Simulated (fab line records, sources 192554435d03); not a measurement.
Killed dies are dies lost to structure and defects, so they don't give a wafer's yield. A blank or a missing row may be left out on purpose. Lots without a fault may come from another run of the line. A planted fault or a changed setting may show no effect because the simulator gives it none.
fab line records | flow n5_finfet
record lots=7 wafers=21 last_day=17
route steps=1938 shown BEOL_M7@1330 BEOL_M8@1332
lots that met no fault: from a run of the same line without faults
start_h: hours from the record's first day to the start of the lot's first wafer shown | wait_h: hours since the lot's step before | " the same as in the row above | L1.1+2: a row that stands for several wafers | - no value, or no start given | * or withheld: withheld | < > ~ a bound
route shown NAME@n: a module of which the file shows steps, and the number in the route of the first | usual: mean/standard deviation of fault-free wafers | same: alike in all rows | chamber/n: place in a boat | sites: the reading at each site | _std_site: their standard deviation | _edge_site: outer sites' mean less inner sites' | radius_mm: how far each site lies from the wafer's centre | mask NAME#n: copy n | behind: the tool/chamber that last shaped the wafer | hold: why the lot was held/for how many hours/how that ended | device: the transistor (n, p or np) that didn't switch | end of line: the same wafers' tests at the end of the route | a step without rows: its recipe alone | killed: dies lost to structure and defects at the first sort, not the wafer's yield | map: a wafer's dies, x killed, . not, _ none there
set.NAME: the setting as run; set.NAME@STEP: as run at that earlier step | model.NAME: the simulator's own value behind a step, which no gauge read
lots at some steps of the route; a table a step, a row a wafer
services: from which hour (start_h, from the record's first day; less than 0 if before it) a tool's chamber was out of use, for how many hours, and why
## steps
# step N5_BEOL_M7_RS_MEAS_57
# recipe thk_meas_gauge=four-point-probe reads=Cu_of_BEOL_M7_ECD_50+Co_of_BEOL_M7_CVD_78+TaN_of_BEOL_M7_ALD_77
# usual M7_RS=0.286/0.0059
# columns lot.wafer tool chamber start_h wait_h M7_RS[ohm/sq]
L969.2 film_metro-01 - 214.95 0.1 0.285
L969.3 " - " " 0.284
L969.6 " - " " 0.290
L978.3 film_metro-01 - 277.78 0.1 0.288
L978.4 " - " " 0.300
L978.5 " - " " 0.287
L982.1 film_metro-02 - 281.23 0.1 0.293
L982.3 " - " " 0.288
L982.4 " - " " 0.277
L981.4 film_metro-02 - 287.10 0.0 0.284
L981.5 " - " " 0.291
L981.6 " - " " 0.292
L987.2 film_metro-02 - 305.13 0.1 0.281
L987.3 " - " " 0.289
L987.4 " - " " 0.291
L990.2 film_metro-02 - 337.78 0.1 0.278
L990.4 " - " " 0.280
L990.5 " - " " 0.285
L991.1 film_metro-01 - 345.94 0.1 0.278
L991.2 " - " " 0.281
L991.5 " - " " 0.288
# step N5_BEOL_M7_INSPECT_58
# recipe inspect_instrument=darkfield mode=post_dep
# usual raw_defect_count=68/22
# columns lot.wafer tool chamber start_h wait_h raw_defect_count
L969.2 defect_inspect-01 - 214.97 0.0 35
L969.3 " - " " 53
L969.6 " - " " 78
L978.3 defect_inspect-01 - 277.80 0.0 57
L978.4 " - " " 76
L978.5 " - " " 43
L982.1 defect_inspect-01 - 281.26 0.0 98
L982.3 " - " " 72
L982.4 " - " " 93
L981.4 defect_inspect-01 - 287.13 0.0 52
L981.5 " - " " 111
L981.6 " - " " 61
L987.2 defect_inspect-01 - 305.15 0.0 53
L987.3 " - " " 57
L987.4 " - " " 71
L990.2 defect_inspect-01 - 337.81 0.0 103
L990.4 " - " " 52
L990.5 " - " " 51
L991.1 defect_inspect-02 - 345.96 0.0 78
L991.2 " - " " 68
L991.5 " - " " 53
# step N5_BEOL_M8_ILD_DEP_00
# recipe material=SiCOH_lowk target_thk_a=1797.5 temp_c=300 precursor=DEMS/porogen pressure_torr=5 rf_w=500 time_s=33.4
# usual heater_power_w=318/57 showerhead_plenum_p_Torr=5.744/0.019 throttle_valve_pct=13.8/0.92
# columns lot.wafer tool chamber start_h wait_h heater_power_w showerhead_plenum_p_Torr throttle_valve_pct
L969.2 pecvd-02 1 215.01 0.0 281 5.755 14.7
L969.3 " 0 " " 414 5.714 15.3
L969.6 " 1 " " 284 5.731 14.8
L978.3 pecvd-02 0 277.86 0.1 414 5.722 15.5
L978.4 " 1 " " 304 5.738 14.8
L978.5 " 1 " " 294 5.746 14.8
L982.1 pecvd-03 1 281.30 0.0 303 5.746 13.4
L982.3 " 2 " " 374 5.761 13.5
L982.4 " 1 " " 312 5.752 13.7
L981.4 pecvd-03 2 287.18 0.1 371 5.745 13.2
L981.5 " 1 " " 301 5.758 13.6
L981.6 " 0 " " 318 5.768 13.0
L987.2 pecvd-02 2 305.19 0.0 205 5.760 13.0
L987.3 " 1 " " 245 5.737 14.9
L987.4 " 1 " " 261 5.722 14.7
L990.2 pecvd-03 0 337.84 0.0 287 5.768 13.2
L990.4 " 2 " " 337 5.759 13.4
L990.5 " 1 " " 269 5.766 13.7
L991.1 pecvd-03 0 346.00 0.0 292 5.763 13.0
L991.2 " 1 " " 327 5.758 13.3
L991.5 " 1 " " 266 5.763 13.5
# step N5_BEOL_M8_CURE_74
# recipe temp_c=385 time_s=240 ambient=He/Ar material=SiCOH_lowk
# usual lamp_power_pct=52.31/0.053 wafer_temp_C_max=386.8/0.53
# columns lot.wafer tool chamber start_h wait_h lamp_power_pct wafer_temp_C_max
L969.2 uv_cure-03 2 215.15 0.1 52.28 386.5
L969.3 " 2 " " 52.32 386.5
L969.6 " 2 " " 52.32 386.9
L978.3 uv_cure-01 0 278.61 0.7 52.30 386.0
L978.4 " 0 " " 52.29 386.2
L978.5 " 0 " " 52.36 385.8
L982.1 uv_cure-03 2 281.56 0.2 52.24 386.3
L982.3 " 2 " " 52.30 387.2
L982.4 " 2 " " 52.34 387.0
L981.4 uv_cure-01 2 287.47 0.3 52.30 387.2
L981.5 " 2 " " 52.33 386.5
L981.6 " 2 " " 52.40 386.9
L987.2 uv_cure-02 1 305.33 0.1 52.30 386.5
L987.3 " 1 " " 52.28 386.4
L987.4 " 1 " " 52.39 386.7
L990.2 uv_cure-02 2 338.14 0.3 52.33 386.9
L990.4 " 2 " " 52.28 387.0
L990.5 " 2 " " 52.29 386.4
L991.1 uv_cure-02 1 346.09 0.1 52.31 386.6
L991.2 " 1 " " 52.41 386.3
L991.5 " 1 " " 52.31 386.5
# step N5_BEOL_M8_THK_MEAS_01
# recipe reads=SiCOH_lowk_of_BEOL_M8_ILD_DEP_00
# usual M8_ILD_THK=155.3/2
# columns lot.wafer tool chamber start_h wait_h M8_ILD_THK[nm]
L969.2 film_metro-01 - 215.59 0.4 153.2
L969.3 " - " " 152.6
L969.6 " - " " 155.0
L978.3 film_metro-02 - 278.96 0.3 155.7
L978.4 " - " " 157.0
L978.5 " - " " 158.1
L982.1 film_metro-01 - 282.55 0.8 150.5
L982.3 " - " " 153.0
L982.4 " - " " 155.9
L981.4 film_metro-02 - 287.74 0.2 155.1
L981.5 " - " " 155.0
L981.6 " - " " 155.4
L987.2 film_metro-01 - 305.77 0.4 156.3
L987.3 " - " " 158.0
L987.4 " - " " 159.9
L990.2 film_metro-01 - 338.57 0.4 153.2
L990.4 " - " " 153.1
L990.5 " - " " 153.9
L991.1 film_metro-01 - 346.60 0.4 154.2
L991.2 " - " " 152.8
L991.5 " - " " 157.5
# step N5_BEOL_M8_PECVD_70
# recipe material=SiO2 target_thk_a=200 temp_c=400 precursor=TEOS/O2 pressure_torr=5.5 rf_w=450 teos_flow_sccm=53.8 gas=O2 flow_sccm=3000 time_s=22.7
# usual heater_power_w=732/100 showerhead_plenum_p_Torr=8.81/0.067 throttle_valve_pct=22.0/1.4
# columns lot.wafer tool chamber start_h wait_h heater_power_w showerhead_plenum_p_Torr throttle_valve_pct
L969.2 pecvd-04 1 215.62 0.0 760 8.81 20.6
L969.3 " 1 " " 757 8.80 20.4
L969.6 " 0 " " 692 8.86 21.9
L978.3 pecvd-03 0 279.00 0.0 751 8.88 21.2
L978.4 " 0 " " 749 8.88 21.1
L978.5 " 2 " " 870 8.82 21.4
L982.1 pecvd-02 0 282.59 0.0 935 8.65 24.5
L982.3 " 1 " " 665 8.75 23.8
L982.4 " 2 " " 570 8.84 20.4
L981.4 pecvd-03 1 287.79 0.1 736 8.88 22.1
L981.5 " 0 " " 751 8.86 21.0
L981.6 " 2 " " 785 8.83 21.7
L987.2 pecvd-03 1 305.80 0.0 667 8.86 21.9
L987.3 " 0 " " 669 8.87 21.1
L987.4 " 1 " " 660 8.84 22.2
L990.2 pecvd-04 2 338.61 0.0 684 8.81 21.7
L990.4 " 0 " " 805 8.87 22.2
L990.5 " 2 " " 660 8.79 21.9
L991.1 pecvd-02 2 346.64 0.0 571 8.84 20.9
L991.2 " 0 " " 963 8.65 24.7
L991.5 " 2 " " 571 8.81 20.8
# step N5_BEOL_M8_HM_DEP_02
# recipe material=TiN target_thk_a=200 temp_c=25 chamber_pressure_pa=0.49996
# usual throttle_valve_pct=30.3/1
# columns lot.wafer tool chamber start_h wait_h throttle_valve_pct
L969.2 pvd_sputter-01 - 217.34 1.7 29.9
L969.3 " - " " 31.6
L969.6 " - " " 31.6
L978.3 pvd_sputter-02 - 279.07 0.1 31.4
L978.4 " - " " 30.3
L978.5 " - " " 31.3
L982.1 pvd_sputter-03 - 282.87 0.3 31.1
L982.3 " - " " 28.1
L982.4 " - " " 30.4
L981.4 pvd_sputter-03 - 288.39 0.6 30.7
L981.5 " - " " 30.3
L981.6 " - " " 28.4
L987.2 pvd_sputter-03 - 307.20 1.4 30.9
L987.3 " - " " 30.5
L987.4 " - " " 30.4
L990.2 pvd_sputter-01 - 339.73 1.1 30.8
L990.4 " - " " 30.2
L990.5 " - " " 31.7
L991.1 pvd_sputter-03 - 347.04 0.4 30.6
L991.2 " - " " 30.2
L991.5 " - " " 28.6
# step N5_BEOL_M8_COAT_59
# recipe resist=SOC temp_c=250 time_s=60 spin_rpm=1500 resist_thk_nm=100
# step N5_BEOL_M8_COAT_60
# recipe resist=SiARC temp_c=220 time_s=60 spin_rpm=1500 resist_thk_nm=35
# step N5_BEOL_M8_COAT_05
# recipe resist=CAR-ArF spin_rpm=1500 resist_thk_nm=90
# step N5_BEOL_M8_EBR_07
# recipe solvent=PGMEA ebr_width_mm=1.5
# step N5_BEOL_M8_SOFTBAKE_06
# recipe temp_c=110 time_s=60 resist=CAR-ArF
# step N5_BEOL_M8_EXPOSE_08
# recipe mask_id=M8 na=1.35 source_shape=dipole sigma_inner=0.817 sigma_outer=0.97 polarization=te dose_mj=68.25
# usual dipole_opening_deg=35/0 exposure_dose_mJ_cm2=68.19/0.066 stage_vel_mm_s=500.05/0.25
# columns lot.wafer tool chamber start_h wait_h mask dipole_opening_deg exposure_dose_mJ_cm2 stage_vel_mm_s
L969.2 arfi_scanner-03 0 217.61 - M8#0 35 68.28 500.66
L969.3 " 0 " " M8#0 35 68.31 500.25
L969.6 " 0 " " M8#0 35 68.17 500.51
L978.3 arfi_scanner-01 - 279.33 - M8#0 - - -
L978.4 " - " " M8#0 - - -
L978.5 " - " " M8#0 - - -
L982.1 arfi_scanner-03 - 283.24 - M8#0 - - -
L982.3 " - " " M8#0 - - -
L982.4 " - " " M8#0 - - -
L981.4 arfi_scanner-02 - 288.78 - M8#0 - - -
L981.5 " - " " M8#0 - - -
L981.6 " - " " M8#0 - - -
L987.2 arfi_scanner-03 0 307.45 - M8#0 35 68.30 500.12
L987.3 " 0 " " M8#0 35 68.19 499.92
L987.4 " 0 " " M8#0 35 68.33 499.74
L990.2 arfi_scanner-01 0 339.98 - M8#0 35 68.07 500.00
L990.4 " 0 " " M8#0 35 68.14 500.10
L990.5 " 0 " " M8#0 35 68.18 499.90
L991.1 arfi_scanner-03 0 347.41 - M8#0 35 68.20 499.72
L991.2 " 0 " " M8#0 35 68.22 500.10
L991.5 " 0 " " M8#0 35 68.20 500.15
# step N5_BEOL_M8_PEB_09
# recipe peb_temp_c=withheld peb_time_s=60 resist=CAR-ArF
## services
# columns tool chamber start_h hours kind
pecvd-03 0 199.89 3.5 repair
arfi_scanner-03 - 205.82 4.9 pm
uv_cure-01 - 208.68 7.5 pm
arfi_scanner-01 - 217.86 1.0 pm
arfi_scanner-01 - 219.78 1.3 pm
arfi_scanner-01 - 225.56 3.9 pm
arfi_scanner-01 - 237.44 1.1 repair
uv_cure-02 - 241.33 2.1 pm
arfi_scanner-03 - 244.37 17.3 pm
arfi_scanner-01 - 261.70 1.0 pm
arfi_scanner-03 - 262.09 1.0 pm
arfi_scanner-01 - 262.70 4.9 pm
uv_cure-02 - 263.19 7.3 repair
arfi_scanner-03 - 265.59 1.3 pm
pecvd-03 - 268.76 0.7 repair
pecvd-03 - 270.53 0.7 repair
pecvd-03 2 273.06 3.7 repair
pecvd-02 2 273.24 6.8 repair
arfi_scanner-03 - 276.67 1.9 repair
uv_cure-02 - 277.47 6.0 pm
arfi_scanner-03 - 288.50 3.1 pm
pecvd-03 - 307.08 2.8 pm
uv_cure-02 - 330.51 7.5 pm
arfi_scanner-03 - 339.62 4.7 repair
## key
first_sign step=N5_BEOL_M8_EXPOSE_08 reading=tool_record direction=missing
effect none on later readings
met_at N5_BEOL_M8_EXPOSE_08
struck_wafers L978.3,L978.4,L978.5,L981.4,L981.5,L981.6,L982.1,L982.3,L982.4
later_rows_left_out L978.3,L978.4,L978.5,L981.4,L981.5,L981.6,L982.1,L982.3,L982.4
sort_left_out L978.3,L978.4,L978.5,L981.4,L981.5,L981.6,L982.1,L982.3,L982.4
onset_between 217.61 279.33
fault kind=skipped_step_whole tool=arfi_scanner-01,arfi_scanner-02,arfi_scanner-03 chamber=- onset_h=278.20 steps=N5_BEOL_M8_EXPOSE_08 scope=struck_lots_only
# sort_left_out: the simulated sort isn't trusted on such a fault, so these wafers' sort isn't shown, and their yield isn't known
# later_rows_left_out: the simulator's readings of these wafers behind a module that went badly wrong aren't trusted and aren't shown, but for the sort
